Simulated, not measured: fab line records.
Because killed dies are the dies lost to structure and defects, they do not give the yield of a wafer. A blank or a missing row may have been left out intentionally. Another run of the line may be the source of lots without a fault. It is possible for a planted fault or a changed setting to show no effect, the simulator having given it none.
fab line records / flow n5Finfet / part 2 of 2: steps 22 to 31 of 31
record lots=5 wafers=15 lastDay=18
route steps=1938 shown ZERO_LAYER@15 WELL_APT@20
lots that met no fault: taken from a fault-free run of the same line
startH: hours from the record's first day to the start of the lot's first wafer shown / waitH: hours from the lot's prior step to this one / " the same as in the row above / L1.1+2: several wafers, shown together as one row / - no value, or no start was given / * or withheld: withheld / < > ~ a bound
route shown NAME@n: a module of which the file shows steps, and the number in the route of the first / usual: average and standard deviation across the fault-free wafers / same: alike in all rows / chamber/n: place in a boat / sites: each site's reading / _std_site: how widely they spread, as a standard deviation / _edge_site: the outer-site mean with the inner-site mean subtracted / radiusMm: how far each site lies from the wafer's centre / mask NAME#n: copy n / behind: the tool/chamber that last shaped the wafer / hold: cause of the lot's hold/its duration in hours/its outcome / device: the transistor (n, p or np) that didn't switch / end of line: tests run on the same wafers once the route is complete / a step with no rows: only its recipe / killed: dies that structure and defects cost at the first sort, which is not the same as the wafer's yield / map: a wafer's dies, x killed, . not, _ none there
set.NAME: the setting as run; set.NAME@STEP: as run at that earlier step / model.NAME: the simulator's own value behind a step, which no gauge read
a table for each step, a row for each wafer; lots at some steps of the route
services: from which hour (startH, from the record's first day; less than 0 if before it) a tool's chamber was out of use, for how many hours, and why
## steps
# step N5_WELL_APT_COAT_19
# recipe spinRpm=1357 resistThkNm=950
# usual chillPlateTempC=22.99/0.11
lot.wafer=L074.2 tool=lithoTrack-04 chamber=0 startH=- waitH=- chillPlateTempC=23.17
lot.wafer=L074.3 tool=lithoTrack-04 chamber=0 startH=- waitH=- chillPlateTempC=22.96
lot.wafer=L074.4 tool=lithoTrack-04 chamber=0 startH=- waitH=- chillPlateTempC=23.15
lot.wafer=L088.2 tool=lithoTrack-03 chamber=0 startH=- waitH=- chillPlateTempC=22.90
lot.wafer=L088.4 tool=lithoTrack-03 chamber=0 startH=- waitH=- chillPlateTempC=23.01
lot.wafer=L088.6 tool=lithoTrack-03 chamber=0 startH=- waitH=- chillPlateTempC=22.92
lot.wafer=L092.1 tool=lithoTrack-04 chamber=0 startH=- waitH=- chillPlateTempC=23.00
lot.wafer=L092.3 tool=lithoTrack-04 chamber=0 startH=- waitH=- chillPlateTempC=23.00
lot.wafer=L092.5 tool=lithoTrack-04 chamber=0 startH=- waitH=- chillPlateTempC=22.96
lot.wafer=L095.3 tool=lithoTrack-04 chamber=0 startH=- waitH=- chillPlateTempC=23.07
lot.wafer=L095.5 tool=lithoTrack-04 chamber=0 startH=- waitH=- chillPlateTempC=23.21
lot.wafer=L095.6 tool=lithoTrack-04 chamber=0 startH=- waitH=- chillPlateTempC=23.04
lot.wafer=L096.2 tool=lithoTrack-01 chamber=0 startH=- waitH=- chillPlateTempC=22.96
lot.wafer=L096.4 tool=lithoTrack-01 chamber=0 startH=- waitH=- chillPlateTempC=22.98
lot.wafer=L096.6 tool=lithoTrack-01 chamber=0 startH=- waitH=- chillPlateTempC=22.98
# step N5_WELL_APT_EBR_21
# recipe solvent=PGMEA ebrWidthMm=1.5
# usual chillPlateTempC=22.99/0.1
lot.wafer=L074.2 tool=lithoTrack-04 chamber=0 startH=- waitH=- chillPlateTempC=23.01
lot.wafer=L074.3 tool=lithoTrack-04 chamber=0 startH=- waitH=- chillPlateTempC=22.95
lot.wafer=L074.4 tool=lithoTrack-04 chamber=0 startH=- waitH=- chillPlateTempC=23.18
lot.wafer=L088.2 tool=lithoTrack-03 chamber=0 startH=- waitH=- chillPlateTempC=23.06
lot.wafer=L088.4 tool=lithoTrack-03 chamber=0 startH=- waitH=- chillPlateTempC=23.01
lot.wafer=L088.6 tool=lithoTrack-03 chamber=0 startH=- waitH=- chillPlateTempC=22.91
lot.wafer=L092.1 tool=lithoTrack-04 chamber=0 startH=- waitH=- chillPlateTempC=23.07
lot.wafer=L092.3 tool=lithoTrack-04 chamber=0 startH=- waitH=- chillPlateTempC=23.02
lot.wafer=L092.5 tool=lithoTrack-04 chamber=0 startH=- waitH=- chillPlateTempC=23.07
lot.wafer=L095.3 tool=lithoTrack-04 chamber=0 startH=- waitH=- chillPlateTempC=22.81
lot.wafer=L095.5 tool=lithoTrack-04 chamber=0 startH=- waitH=- chillPlateTempC=23.04
lot.wafer=L095.6 tool=lithoTrack-04 chamber=0 startH=- waitH=- chillPlateTempC=23.02
lot.wafer=L096.2 tool=lithoTrack-01 chamber=0 startH=- waitH=- chillPlateTempC=22.91
lot.wafer=L096.4 tool=lithoTrack-01 chamber=0 startH=- waitH=- chillPlateTempC=22.92
lot.wafer=L096.6 tool=lithoTrack-01 chamber=0 startH=- waitH=- chillPlateTempC=22.92
# step N5_WELL_APT_SOFTBAKE_20
# recipe tempC=130 timeS=60
# usual chillPlateTempC=22.99/0.11 plateTempC=130.02/0.14
lot.wafer=L074.2 tool=lithoTrack-04 chamber=0 startH=- waitH=- chillPlateTempC=23.12 plateTempC=129.91
lot.wafer=L074.3 tool=lithoTrack-04 chamber=0 startH=- waitH=- chillPlateTempC=23.16 plateTempC=130.05
lot.wafer=L074.4 tool=lithoTrack-04 chamber=0 startH=- waitH=- chillPlateTempC=23.11 plateTempC=129.99
lot.wafer=L088.2 tool=lithoTrack-03 chamber=0 startH=- waitH=- chillPlateTempC=23.09 plateTempC=130.27
lot.wafer=L088.4 tool=lithoTrack-03 chamber=0 startH=- waitH=- chillPlateTempC=23.08 plateTempC=130.29
lot.wafer=L088.6 tool=lithoTrack-03 chamber=0 startH=- waitH=- chillPlateTempC=23.15 plateTempC=129.96
lot.wafer=L092.1 tool=lithoTrack-04 chamber=0 startH=- waitH=- chillPlateTempC=22.87 plateTempC=129.98
lot.wafer=L092.3 tool=lithoTrack-04 chamber=0 startH=- waitH=- chillPlateTempC=22.96 plateTempC=130.18
lot.wafer=L092.5 tool=lithoTrack-04 chamber=0 startH=- waitH=- chillPlateTempC=22.81 plateTempC=130.04
lot.wafer=L095.3 tool=lithoTrack-04 chamber=0 startH=- waitH=- chillPlateTempC=23.16 plateTempC=129.85
lot.wafer=L095.5 tool=lithoTrack-04 chamber=0 startH=- waitH=- chillPlateTempC=23.01 plateTempC=130.05
lot.wafer=L095.6 tool=lithoTrack-04 chamber=0 startH=- waitH=- chillPlateTempC=23.11 plateTempC=130.03
lot.wafer=L096.2 tool=lithoTrack-01 chamber=0 startH=- waitH=- chillPlateTempC=22.90 plateTempC=129.96
lot.wafer=L096.4 tool=lithoTrack-01 chamber=0 startH=- waitH=- chillPlateTempC=22.95 plateTempC=130.02
lot.wafer=L096.6 tool=lithoTrack-01 chamber=0 startH=- waitH=- chillPlateTempC=23.05 plateTempC=130.06
# step N5_WELL_APT_EXPOSE_22
# recipe maskId=PWELL na=0.8 sourceShape=conventional sigmaOuter=0.8 polarization=unpolarized defocusNm=0 targetCdNm=200 doseMj=23.2
# usual stageVelMmS=499.99/0.25
# same sigmaOuter=0.8
lot.wafer=L074.2 tool=krfScanner-01 chamber=0 startH=14.72 waitH=- mask=PWELL#0 stageVelMmS=499.84
lot.wafer=L074.3 tool=krfScanner-01 chamber=0 startH=14.72 waitH=- mask=PWELL#0 stageVelMmS=500.01
lot.wafer=L074.4 tool=krfScanner-01 chamber=0 startH=14.72 waitH=- mask=PWELL#0 stageVelMmS=499.94
lot.wafer=L088.2 tool=krfScanner-02 chamber=0 startH=98.65 waitH=- mask=PWELL#0 stageVelMmS=499.85
lot.wafer=L088.4 tool=krfScanner-02 chamber=0 startH=98.65 waitH=- mask=PWELL#0 stageVelMmS=499.89
lot.wafer=L088.6 tool=krfScanner-02 chamber=0 startH=98.65 waitH=- mask=PWELL#0 stageVelMmS=500.14
lot.wafer=L092.1 tool=krfScanner-01 chamber=0 startH=122.76 waitH=- mask=PWELL#0 stageVelMmS=499.89
lot.wafer=L092.3 tool=krfScanner-01 chamber=0 startH=122.76 waitH=- mask=PWELL#0 stageVelMmS=500.27
lot.wafer=L092.5 tool=krfScanner-01 chamber=0 startH=122.76 waitH=- mask=PWELL#0 stageVelMmS=499.68
lot.wafer=L095.3 tool=krfScanner-02 chamber=0 startH=140.95 waitH=- mask=PWELL#0 stageVelMmS=499.87
lot.wafer=L095.5 tool=krfScanner-02 chamber=0 startH=140.95 waitH=- mask=PWELL#0 stageVelMmS=500.05
lot.wafer=L095.6 tool=krfScanner-02 chamber=0 startH=140.95 waitH=- mask=PWELL#0 stageVelMmS=499.69
lot.wafer=L096.2 tool=krfScanner-02 chamber=0 startH=146.86 waitH=- mask=PWELL#0 stageVelMmS=499.92
lot.wafer=L096.4 tool=krfScanner-02 chamber=0 startH=146.86 waitH=- mask=PWELL#0 stageVelMmS=500.01
lot.wafer=L096.6 tool=krfScanner-02 chamber=0 startH=146.86 waitH=- mask=PWELL#0 stageVelMmS=499.85
# step N5_WELL_APT_PEB_23
# recipe pebTempC=130 pebTimeS=90
# usual chillPlateTempC=22.98/0.11 plateTempC=129.99/0.12
lot.wafer=L074.2 tool=lithoTrack-04 chamber=0 startH=14.77 waitH=0.0 chillPlateTempC=22.92 plateTempC=129.89
lot.wafer=L074.3 tool=lithoTrack-04 chamber=0 startH=14.77 waitH=0.0 chillPlateTempC=22.82 plateTempC=130.13
lot.wafer=L074.4 tool=lithoTrack-04 chamber=0 startH=14.77 waitH=0.0 chillPlateTempC=22.96 plateTempC=129.96
lot.wafer=L088.2 tool=lithoTrack-01 chamber=0 startH=98.70 waitH=0.0 chillPlateTempC=22.84 plateTempC=130.05
lot.wafer=L088.4 tool=lithoTrack-01 chamber=0 startH=98.70 waitH=0.0 chillPlateTempC=23.00 plateTempC=129.96
lot.wafer=L088.6 tool=lithoTrack-01 chamber=0 startH=98.70 waitH=0.0 chillPlateTempC=22.90 plateTempC=129.98
lot.wafer=L092.1 tool=lithoTrack-01 chamber=0 startH=122.81 waitH=0.1 chillPlateTempC=22.88 plateTempC=129.93
lot.wafer=L092.3 tool=lithoTrack-01 chamber=0 startH=122.81 waitH=0.1 chillPlateTempC=22.87 plateTempC=130.13
lot.wafer=L092.5 tool=lithoTrack-01 chamber=0 startH=122.81 waitH=0.1 chillPlateTempC=22.87 plateTempC=130.04
lot.wafer=L095.3 tool=lithoTrack-04 chamber=0 startH=141.00 waitH=0.0 chillPlateTempC=22.75 plateTempC=129.98
lot.wafer=L095.5 tool=lithoTrack-04 chamber=0 startH=141.00 waitH=0.0 chillPlateTempC=22.98 plateTempC=129.71
lot.wafer=L095.6 tool=lithoTrack-04 chamber=0 startH=141.00 waitH=0.0 chillPlateTempC=22.88 plateTempC=130.08
lot.wafer=L096.2 tool=lithoTrack-03 chamber=0 startH=146.91 waitH=0.0 chillPlateTempC=23.01 plateTempC=130.03
lot.wafer=L096.4 tool=lithoTrack-03 chamber=0 startH=146.91 waitH=0.0 chillPlateTempC=23.18 plateTempC=130.01
lot.wafer=L096.6 tool=lithoTrack-03 chamber=0 startH=146.91 waitH=0.0 chillPlateTempC=22.90 plateTempC=129.86
# step N5_WELL_APT_DEVELOP_24
# recipe developTimeS=45 rinseLiquid=surfactantRinse dry=airSpin devTempC=21
# usual chillPlateTempC=22.99/0.11
lot.wafer=L074.2 tool=lithoTrack-04 chamber=0 startH=- waitH=- chillPlateTempC=22.88
lot.wafer=L074.3 tool=lithoTrack-04 chamber=0 startH=- waitH=- chillPlateTempC=23.00
lot.wafer=L074.4 tool=lithoTrack-04 chamber=0 startH=- waitH=- chillPlateTempC=22.90
lot.wafer=L088.2 tool=lithoTrack-01 chamber=0 startH=- waitH=- chillPlateTempC=22.78
lot.wafer=L088.4 tool=lithoTrack-01 chamber=0 startH=- waitH=- chillPlateTempC=22.91
lot.wafer=L088.6 tool=lithoTrack-01 chamber=0 startH=- waitH=- chillPlateTempC=22.98
lot.wafer=L092.1 tool=lithoTrack-01 chamber=0 startH=- waitH=- chillPlateTempC=22.92
lot.wafer=L092.3 tool=lithoTrack-01 chamber=0 startH=- waitH=- chillPlateTempC=23.01
lot.wafer=L092.5 tool=lithoTrack-01 chamber=0 startH=- waitH=- chillPlateTempC=22.97
lot.wafer=L095.3 tool=lithoTrack-04 chamber=0 startH=- waitH=- chillPlateTempC=22.86
lot.wafer=L095.5 tool=lithoTrack-04 chamber=0 startH=- waitH=- chillPlateTempC=22.95
lot.wafer=L095.6 tool=lithoTrack-04 chamber=0 startH=- waitH=- chillPlateTempC=22.91
lot.wafer=L096.2 tool=lithoTrack-03 chamber=0 startH=- waitH=- chillPlateTempC=22.88
lot.wafer=L096.4 tool=lithoTrack-03 chamber=0 startH=- waitH=- chillPlateTempC=23.13
lot.wafer=L096.6 tool=lithoTrack-03 chamber=0 startH=- waitH=- chillPlateTempC=23.17
# step N5_WELL_APT_HARDBAKE_29
# recipe tempC=130 timeS=120
# usual chillPlateTempC=23.00/0.12 plateTempC=130.01/0.13
lot.wafer=L074.2 tool=lithoTrack-04 chamber=0 startH=- waitH=- chillPlateTempC=22.96 plateTempC=129.96
lot.wafer=L074.3 tool=lithoTrack-04 chamber=0 startH=- waitH=- chillPlateTempC=23.02 plateTempC=129.98
lot.wafer=L074.4 tool=lithoTrack-04 chamber=0 startH=- waitH=- chillPlateTempC=22.93 plateTempC=129.96
lot.wafer=L088.2 tool=lithoTrack-01 chamber=0 startH=- waitH=- chillPlateTempC=23.05 plateTempC=130.15
lot.wafer=L088.4 tool=lithoTrack-01 chamber=0 startH=- waitH=- chillPlateTempC=22.90 plateTempC=129.83
lot.wafer=L088.6 tool=lithoTrack-01 chamber=0 startH=- waitH=- chillPlateTempC=22.92 plateTempC=129.86
lot.wafer=L092.1 tool=lithoTrack-01 chamber=0 startH=- waitH=- chillPlateTempC=22.79 plateTempC=130.09
lot.wafer=L092.3 tool=lithoTrack-01 chamber=0 startH=- waitH=- chillPlateTempC=22.79 plateTempC=130.23
lot.wafer=L092.5 tool=lithoTrack-01 chamber=0 startH=- waitH=- chillPlateTempC=22.87 plateTempC=129.93
lot.wafer=L095.3 tool=lithoTrack-04 chamber=0 startH=- waitH=- chillPlateTempC=23.17 plateTempC=129.88
lot.wafer=L095.5 tool=lithoTrack-04 chamber=0 startH=- waitH=- chillPlateTempC=22.88 plateTempC=129.91
lot.wafer=L095.6 tool=lithoTrack-04 chamber=0 startH=- waitH=- chillPlateTempC=22.86 plateTempC=130.05
lot.wafer=L096.2 tool=lithoTrack-03 chamber=0 startH=- waitH=- chillPlateTempC=22.88 plateTempC=130.16
lot.wafer=L096.4 tool=lithoTrack-03 chamber=0 startH=- waitH=- chillPlateTempC=22.81 plateTempC=130.09
lot.wafer=L096.6 tool=lithoTrack-03 chamber=0 startH=- waitH=- chillPlateTempC=22.98 plateTempC=130.09
# step N5_WELL_APT_CD_MEAS_25
# recipe targetCdNm=200 landingEnergyEv=500 detector=seInlens
# usual cdNm=200.2/2.6
lot.wafer=L074.2 tool=cdSem-02 chamber=0 startH=14.89 waitH=- cdNm=198.1
lot.wafer=L074.3 tool=cdSem-02 chamber=0 startH=14.89 waitH=- cdNm=199.4
lot.wafer=L074.4 tool=cdSem-02 chamber=0 startH=14.89 waitH=- cdNm=200.3
lot.wafer=L088.2 tool=cdSem-01 chamber=0 startH=98.82 waitH=- cdNm=195.9
lot.wafer=L088.4 tool=cdSem-01 chamber=0 startH=98.82 waitH=- cdNm=194.7
lot.wafer=L088.6 tool=cdSem-01 chamber=0 startH=98.82 waitH=- cdNm=198.3
lot.wafer=L092.1 tool=cdSem-02 chamber=0 startH=122.93 waitH=- cdNm=196.2
lot.wafer=L092.3 tool=cdSem-02 chamber=0 startH=122.93 waitH=- cdNm=198.9
lot.wafer=L092.5 tool=cdSem-02 chamber=0 startH=122.93 waitH=- cdNm=199.8
lot.wafer=L095.3 tool=cdSem-02 chamber=0 startH=141.12 waitH=- cdNm=201.7
lot.wafer=L095.5 tool=cdSem-02 chamber=0 startH=141.12 waitH=- cdNm=200.7
lot.wafer=L095.6 tool=cdSem-02 chamber=0 startH=141.12 waitH=- cdNm=200.4
lot.wafer=L096.2 tool=cdSem-01 chamber=0 startH=147.02 waitH=- cdNm=202.7
lot.wafer=L096.4 tool=cdSem-01 chamber=0 startH=147.02 waitH=- cdNm=204.7
lot.wafer=L096.6 tool=cdSem-01 chamber=0 startH=147.02 waitH=- cdNm=201.3
# step N5_WELL_APT_OVL_MEAS_26
# recipe pointsPerWafer=44
# usual PWELL_OVL=0/5.6
lot.wafer=L074.2 tool=overlay-02 chamber=0 startH=14.92 waitH=0.0 PWELL_OVL[nm]=7
lot.wafer=L074.3 tool=overlay-02 chamber=0 startH=14.92 waitH=0.0 PWELL_OVL[nm]=1
lot.wafer=L074.4 tool=overlay-02 chamber=0 startH=14.92 waitH=0.0 PWELL_OVL[nm]=3
lot.wafer=L088.2 tool=overlay-01 chamber=0 startH=98.85 waitH=0.0 PWELL_OVL[nm]=-1
lot.wafer=L088.4 tool=overlay-01 chamber=0 startH=98.85 waitH=0.0 PWELL_OVL[nm]=1
lot.wafer=L088.6 tool=overlay-01 chamber=0 startH=98.85 waitH=0.0 PWELL_OVL[nm]=4
lot.wafer=L092.1 tool=overlay-01 chamber=0 startH=122.96 waitH=0.0 PWELL_OVL[nm]=-5
lot.wafer=L092.3 tool=overlay-01 chamber=0 startH=122.96 waitH=0.0 PWELL_OVL[nm]=2
lot.wafer=L092.5 tool=overlay-01 chamber=0 startH=122.96 waitH=0.0 PWELL_OVL[nm]=-2
lot.wafer=L095.3 tool=overlay-02 chamber=0 startH=141.15 waitH=0.0 PWELL_OVL[nm]=0
lot.wafer=L095.5 tool=overlay-02 chamber=0 startH=141.15 waitH=0.0 PWELL_OVL[nm]=1
lot.wafer=L095.6 tool=overlay-02 chamber=0 startH=141.15 waitH=0.0 PWELL_OVL[nm]=3
lot.wafer=L096.2 tool=overlay-01 chamber=0 startH=147.05 waitH=0.0 PWELL_OVL[nm]=-12
lot.wafer=L096.4 tool=overlay-01 chamber=0 startH=147.05 waitH=0.0 PWELL_OVL[nm]=-4
lot.wafer=L096.6 tool=overlay-01 chamber=0 startH=147.05 waitH=0.0 PWELL_OVL[nm]=-5
# step N5_WELL_APT_INSPECT_27
# recipe mode=adi inspectInstrument=macro
# usual rawDefectCount=1.9/1.5
lot.wafer=L074.2 tool=defectInspect-02 chamber=- startH=14.94 waitH=0.0 rawDefectCount=2
lot.wafer=L074.3 tool=defectInspect-02 chamber=- startH=14.94 waitH=0.0 rawDefectCount=6
lot.wafer=L074.4 tool=defectInspect-02 chamber=- startH=14.94 waitH=0.0 rawDefectCount=0
lot.wafer=L088.2 tool=defectInspect-02 chamber=- startH=98.87 waitH=0.0 rawDefectCount=2
lot.wafer=L088.4 tool=defectInspect-02 chamber=- startH=98.87 waitH=0.0 rawDefectCount=0
lot.wafer=L088.6 tool=defectInspect-02 chamber=- startH=98.87 waitH=0.0 rawDefectCount=5
lot.wafer=L092.1 tool=defectInspect-02 chamber=- startH=122.98 waitH=0.0 rawDefectCount=1
lot.wafer=L092.3 tool=defectInspect-02 chamber=- startH=122.98 waitH=0.0 rawDefectCount=0
lot.wafer=L092.5 tool=defectInspect-02 chamber=- startH=122.98 waitH=0.0 rawDefectCount=1
lot.wafer=L095.3 tool=defectInspect-02 chamber=- startH=141.18 waitH=0.0 rawDefectCount=1
lot.wafer=L095.5 tool=defectInspect-02 chamber=- startH=141.18 waitH=0.0 rawDefectCount=3
lot.wafer=L095.6 tool=defectInspect-02 chamber=- startH=141.18 waitH=0.0 rawDefectCount=1
lot.wafer=L096.2 tool=defectInspect-01 chamber=- startH=147.08 waitH=0.0 rawDefectCount=1
lot.wafer=L096.4 tool=defectInspect-01 chamber=- startH=147.08 waitH=0.0 rawDefectCount=1
lot.wafer=L096.6 tool=defectInspect-01 chamber=- startH=147.08 waitH=0.0 rawDefectCount=2
## services
tool=wetBench-05 chamber=- startH=-10.61 hours=1.9 kind=pm
tool=rieDiel-06 chamber=3 startH=-7.24 hours=15.3 kind=repair
tool=rieSi-02 chamber=1 startH=4.82 hours=7.5 kind=repair
tool=rieDiel-05 chamber=- startH=5.20 hours=0.2 kind=repair
tool=rieDiel-03 chamber=2 startH=6.01 hours=12.1 kind=repair
tool=krfScanner-02 chamber=- startH=11.82 hours=1.0 kind=pm
tool=krfScanner-02 chamber=- startH=23.55 hours=3.6 kind=pm
tool=rieDiel-05 chamber=3 startH=39.99 hours=7.1 kind=repair
tool=rieDiel-06 chamber=- startH=46.53 hours=2.8 kind=pm
tool=krfScanner-02 chamber=- startH=47.28 hours=1.3 kind=pm
tool=rieDiel-04 chamber=- startH=52.58 hours=0.2 kind=repair
tool=implanter-02 chamber=- startH=54.57 hours=2.7 kind=repair
tool=krfScanner-01 chamber=- startH=54.76 hours=0.3 kind=repair
tool=rieDiel-03 chamber=0 startH=55.84 hours=5.4 kind=repair
tool=krfScanner-01 chamber=- startH=61.58 hours=1.3 kind=pm
tool=krfScanner-02 chamber=- startH=67.38 hours=4.4 kind=pm
tool=krfScanner-01 chamber=- startH=79.14 hours=2.7 kind=repair
tool=krfScanner-01 chamber=- startH=106.23 hours=0.8 kind=pm
tool=krfScanner-02 chamber=- startH=110.57 hours=0.8 kind=pm
tool=krfScanner-01 chamber=- startH=111.39 hours=0.2 kind=repair
tool=krfScanner-02 chamber=- startH=116.33 hours=7.2 kind=pm
tool=krfScanner-02 chamber=- startH=136.64 hours=1.2 kind=repair
tool=krfScanner-02 chamber=- startH=142.58 hours=4.0 kind=pm
tool=plasmaAsher-02 chamber=- startH=144.48 hours=0.7 kind=repair
